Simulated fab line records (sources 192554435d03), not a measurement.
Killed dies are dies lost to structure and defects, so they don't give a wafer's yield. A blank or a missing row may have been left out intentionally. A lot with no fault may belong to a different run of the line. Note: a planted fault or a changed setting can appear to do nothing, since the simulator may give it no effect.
Split-lot trial / flow n5-finfet / route with 1938 steps; 7 lots, 21 wafers read

## SPLIT DETAILS
At N5_BEOL_M12_DEP_53 (deposits SiCN from 3MS/NH3, target thk 30 nm, time 10.5 s), the setting time-s was moved away from the recipe's 10.5 s on 4 of the 21 wafers read, by -14.1% to -7.6%. The other wafers ran this setting at the recipe's value.

The split's own step is where the reading is taken.

## THE READING
SiCN_of_BEOL_M12_DEP_53.thk-nm (the simulator's own value, which no gauge read), in nm, at N5_BEOL_M12_DEP_53 (deposits SiCN from 3MS/NH3, target thk 30 nm, time 10.5 s). The file gives no usual value for it. The 17 wafers here that ran the recipe average 29.9 nm, standard deviation 0.58 nm.

wafer=L076.2; tool, chamber at the split=pecvd-01, 1; time-s as run, s=10.5; against the recipe=recipe; SiCN_of_BEOL_M12_DEP_53.thk-nm, nm=29.2; against lot-mates on the recipe=-
wafer=L076.4; tool, chamber at the split=pecvd-01, 0; time-s as run, s=10.5; against the recipe=recipe; SiCN_of_BEOL_M12_DEP_53.thk-nm, nm=29.4; against lot-mates on the recipe=-
wafer=L076.5; tool, chamber at the split=pecvd-01, 1; time-s as run, s=10.5; against the recipe=recipe; SiCN_of_BEOL_M12_DEP_53.thk-nm, nm=29.8; against lot-mates on the recipe=-
wafer=L078.4; tool, chamber at the split=pecvd-03, 0; time-s as run, s=9.638; against the recipe=-8.2%; SiCN_of_BEOL_M12_DEP_53.thk-nm, nm=27.8; against lot-mates on the recipe=-2.7
wafer=L078.5; tool, chamber at the split=pecvd-03, 1; time-s as run, s=10.5; against the recipe=recipe; SiCN_of_BEOL_M12_DEP_53.thk-nm, nm=30.2; against lot-mates on the recipe=-
wafer=L078.6; tool, chamber at the split=pecvd-03, 2; time-s as run, s=10.5; against the recipe=recipe; SiCN_of_BEOL_M12_DEP_53.thk-nm, nm=30.8; against lot-mates on the recipe=-
wafer=L080.2; tool, chamber at the split=pecvd-01, 2,0; time-s as run, s=10.5; against the recipe=recipe; SiCN_of_BEOL_M12_DEP_53.thk-nm, nm=29.6; against lot-mates on the recipe=-
wafer=L080.3; tool, chamber at the split=pecvd-01, 2,0; time-s as run, s=10.5; against the recipe=recipe; SiCN_of_BEOL_M12_DEP_53.thk-nm, nm=29.6; against lot-mates on the recipe=-
wafer=L080.4; tool, chamber at the split=pecvd-01, 1; time-s as run, s=10.5; against the recipe=recipe; SiCN_of_BEOL_M12_DEP_53.thk-nm, nm=30.8; against lot-mates on the recipe=-
wafer=L088.1; tool, chamber at the split=pecvd-01, 1; time-s as run, s=10.5; against the recipe=recipe; SiCN_of_BEOL_M12_DEP_53.thk-nm, nm=29.6; against lot-mates on the recipe=-
wafer=L088.2; tool, chamber at the split=pecvd-01, 0; time-s as run, s=10.5; against the recipe=recipe; SiCN_of_BEOL_M12_DEP_53.thk-nm, nm=29.4; against lot-mates on the recipe=-
wafer=L088.4; tool, chamber at the split=pecvd-01, 2; time-s as run, s=9.024; against the recipe=-14.1%; SiCN_of_BEOL_M12_DEP_53.thk-nm, nm=26.4; against lot-mates on the recipe=-3.1
wafer=L087.1; tool, chamber at the split=pecvd-02, 1; time-s as run, s=10.5; against the recipe=recipe; SiCN_of_BEOL_M12_DEP_53.thk-nm, nm=29.2; against lot-mates on the recipe=-
wafer=L087.2; tool, chamber at the split=pecvd-02, 2; time-s as run, s=10.5; against the recipe=recipe; SiCN_of_BEOL_M12_DEP_53.thk-nm, nm=29.8; against lot-mates on the recipe=-
wafer=L087.5; tool, chamber at the split=pecvd-02, 0; time-s as run, s=10.5; against the recipe=recipe; SiCN_of_BEOL_M12_DEP_53.thk-nm, nm=30.8; against lot-mates on the recipe=-
wafer=L089.1; tool, chamber at the split=pecvd-02, 0; time-s as run, s=10.5; against the recipe=recipe; SiCN_of_BEOL_M12_DEP_53.thk-nm, nm=30.2; against lot-mates on the recipe=-
wafer=L089.3; tool, chamber at the split=pecvd-02, 2; time-s as run, s=10.5; against the recipe=recipe; SiCN_of_BEOL_M12_DEP_53.thk-nm, nm=30; against lot-mates on the recipe=-
wafer=L089.4; tool, chamber at the split=pecvd-02, 1; time-s as run, s=10.5; against the recipe=recipe; SiCN_of_BEOL_M12_DEP_53.thk-nm, nm=30.6; against lot-mates on the recipe=-
wafer=L097.1; tool, chamber at the split=pecvd-03, 0; time-s as run, s=9.702; against the recipe=-7.6%; SiCN_of_BEOL_M12_DEP_53.thk-nm, nm=27; against lot-mates on the recipe=-2.0
wafer=L097.3; tool, chamber at the split=pecvd-03, 1; time-s as run, s=10.5; against the recipe=recipe; SiCN_of_BEOL_M12_DEP_53.thk-nm, nm=29; against lot-mates on the recipe=-
wafer=L097.5; tool, chamber at the split=pecvd-03, 1; time-s as run, s=9.702; against the recipe=-7.6%; SiCN_of_BEOL_M12_DEP_53.thk-nm, nm=27.6; against lot-mates on the recipe=-1.4
The file does not say which wafer passed through which chamber wherever a row lists several chambers: such a row stands for several wafers.

THE FIT
A straight line over all 21 wafers: SiCN_of_BEOL_M12_DEP_53.thk-nm changes by +0.275 nm for each +1% of time-s; r = +0.89; the points scatter about the line by 0.59 nm.
The same after taking each lot's own level away (the mean of its wafers on the recipe; 21 wafers): +0.24 nm for each +1%; r = +0.91; scatter 0.44 nm.
On that fit, the largest move of time-s shifts the reading by 3.4 nm.
The span of the lots' own levels, 29.00 to 30.50 nm, comes to 2.6 times the standard deviation stated above.
Thus the slope moves with the lot-to-lot level: the two fits are different.
Check: with one of the wafers moved furthest among these (-14.1%) left out of the fit, the line predicts -3.69 nm for it against its lot-mates. Against them it came out at -3.1 nm.

## FURTHER SPLITS ON THESE WAFERS
These wafers also went through other splits before the reading. Each is held against what the fit with the lots' levels taken away leaves over:
other split on the same wafers=N5_BEOL_M11_ETCH_41 time-s; wafers away from the commonest value=8; r with SiCN_of_BEOL_M12_DEP_53.thk-nm (lot level and that fit taken away)=+0.19

## THE FILE'S OWN FIT
SiCN_of_BEOL_M12_DEP_53.thk-nm changes by +0.244 nm for each +1% of time-s, r = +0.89.
